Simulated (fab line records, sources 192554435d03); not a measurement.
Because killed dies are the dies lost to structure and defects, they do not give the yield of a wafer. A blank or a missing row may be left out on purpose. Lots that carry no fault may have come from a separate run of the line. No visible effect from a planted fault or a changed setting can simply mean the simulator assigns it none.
Split-lot study | flow n5_finfet | 7 lots, 21 wafers read, on a route of 1938 steps

== THE SPLIT ITSELF ==
At N5_BEOL_M9_ETCH_62 (etches SOC in N2/H2, target depth 110 nm, overetch 22 nm, time 165 s), the setting source_w was moved away from the recipe's 840 W on 7 of the 21 wafers read, by -15.1% to +17.7%. This setting was run at the recipe's value on the other wafers.

The reading is taken at the split's own step.

== THE READING ==
rf_vpp_V, in V, at N5_BEOL_M9_ETCH_62 (etches SOC in N2/H2, target depth 110 nm, overetch 22 nm, time 165 s). On this fab line, fault-free wafers typically give 523.8 V with a standard deviation of 1.9 V.

wafer  | tool, chamber at the split | source_w as run, W | against the recipe | rf_vpp_V, V | against lot-mates on the recipe
L075.1 | rie_diel-01, 2             | 840                | recipe             | 521.8       | -
L075.4 | rie_diel-01, 0             | 988.3              | +17.7%             | 497.5       | -26.3
L075.5 | rie_diel-01, 3             | 840                | recipe             | 525.8       | -
L076.1 | rie_diel-01, 1             | 840                | recipe             | 525.4       | -
L076.4 | rie_diel-01, 2             | 762.1              | -9.3%              | 538.9       | +13.5
L076.5 | rie_diel-01, 2             | 762.1              | -9.3%              | 537.9       | +12.5
L084.1 | rie_diel-01, 2             | 840                | recipe             | 520.4       | -
L084.4 | rie_diel-01, 3             | 767.2              | -8.7%              | 542.4       | +19.6
L084.5 | rie_diel-01, 3             | 840                | recipe             | 525.1       | -
L091.3 | rie_diel-01, 1             | 840                | recipe             | 524.6       | -
L091.4 | rie_diel-01, 0             | 840                | recipe             | 522.7       | -
L091.5 | rie_diel-01, 1             | 840                | recipe             | 523.4       | -
L094.1 | rie_diel-03, 2             | 840                | recipe             | 524.6       | -
L094.4 | rie_diel-03, 1             | 840                | recipe             | 526.3       | -
L094.6 | rie_diel-03, 0             | 840                | recipe             | 520.7       | -
L097.1 | rie_diel-03, 0             | 786.1              | -6.4%              | 532.4       | +7.5
L097.2 | rie_diel-03, 1             | 786.1              | -6.4%              | 538.6       | +13.7
L097.3 | rie_diel-03, 3             | 840                | recipe             | 524.9       | -
L095.1 | rie_diel-03, 3             | 713.2              | -15.1%             | 554.5       | +29.7
L095.2 | rie_diel-03, 2             | 840                | recipe             | 523.8       | -
L095.5 | rie_diel-03, 1             | 840                | recipe             | 525.9       | -

THE FIT
A straight line over all 21 wafers: rf_vpp_V changes by -1.71 V for each +1% of source_w; r = -0.98; the points scatter about the line by 2.5 V.
The same after taking each lot's own level away (the mean of its wafers on the recipe; 21 wafers): -1.66 V for each +1%; r = -0.97; scatter 2.6 V.
That fit puts the effect of the largest move of source_w on the reading at 29 V.
From 522.75 to 525.40 V: that is the span of the lots' own levels, equal to 1.4 times the standard deviation above.
Consequently the slope shifts little with the lot-to-lot level, the two slopes agreeing.
Check: with one of the wafers moved furthest among these (+17.7%) left out of the fit, the line predicts -31.9 V for it against its lot-mates. It came out at -26.3 V against them.
Tool readings at the split's step, against how far the setting was moved: rf_vpp_V r = -0.98.

== ADDITIONAL SPLITS CARRIED BY THESE WAFERS ==
These wafers also went through other splits before the reading. Each is held against what the fit with the lots' levels taken away leaves over:
other split on the same wafers | wafers away from the commonest value | r with rf_vpp_V (lot level and that fit taken away)
N5_BEOL_M7_ILD_DEP_00 time_s   | 9                                    | +0.15
N5_BEOL_M7_DESCUM_33 time_s    | 9                                    | +0.10
N5_BEOL_M8_COAT_59 spin_rpm    | 7                                    | -0.44
N5_BEOL_M8_DESCUM_16 time_s    | 5                                    | -0.05
N5_BEOL_M9_COAT_60 spin_rpm    | 5                                    | +0.31

== THE FILE'S OWN FIT ==
rf_vpp_V changes by -1.71 V for each +1% of source_w, r = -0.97.
